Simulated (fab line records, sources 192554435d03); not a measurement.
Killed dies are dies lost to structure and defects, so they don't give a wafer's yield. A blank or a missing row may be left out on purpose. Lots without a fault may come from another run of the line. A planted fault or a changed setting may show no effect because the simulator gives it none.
Which tool did it? | flow n5_finfet | 6 lots, 13 wafers sampled, at 1 step of a route of 1938

WHAT THE GAUGES READ, wafer by wafer
N5_HKMG_FIN_OVL_MEAS_13.
lot  | measured     | on         | NWFM_OVL (nm)
L380 | day 4 11:37  | overlay-01 | -0.9 -1.4
L386 | day 5 16:49  | overlay-02 | 0.1 0.8 0.9
L394 | day 8 05:11  | overlay-02 | -1.7 -2.3
L399 | day 8 21:00  | overlay-02 | -0.9 -0.8
L401 | day 9 08:05  | overlay-02 | -0.4 -0.2
L403 | day 10 01:52 | overlay-01 | -0.6 -1.3

WHICH TOOL RAN EACH LOT (tool, then ch and the chambers of the sampled wafers, then the start)
The record holds no process step before these readings.

THE ANSWER, worked out from the rows above alone
Rule: what is usual is taken from the lots themselves. Put in order of their means at a reading, lots are off if they are a third of the lots or fewer, leave a main group of 4 or more, and stand apart from it by a gap of 3 or more times the standard deviation of the main group's means; of several such gaps the widest counts. A main group whose means are all the same, to the digits that the tables above print for the reading, isn't used. A lot without any number at a reading at which 4 lots or more have one is off too. The other lots that the step has rows for count as sound.
No lot is off at any reading shown: from this, nothing can be told.

WHAT THE SIMULATOR HAD PUT IN
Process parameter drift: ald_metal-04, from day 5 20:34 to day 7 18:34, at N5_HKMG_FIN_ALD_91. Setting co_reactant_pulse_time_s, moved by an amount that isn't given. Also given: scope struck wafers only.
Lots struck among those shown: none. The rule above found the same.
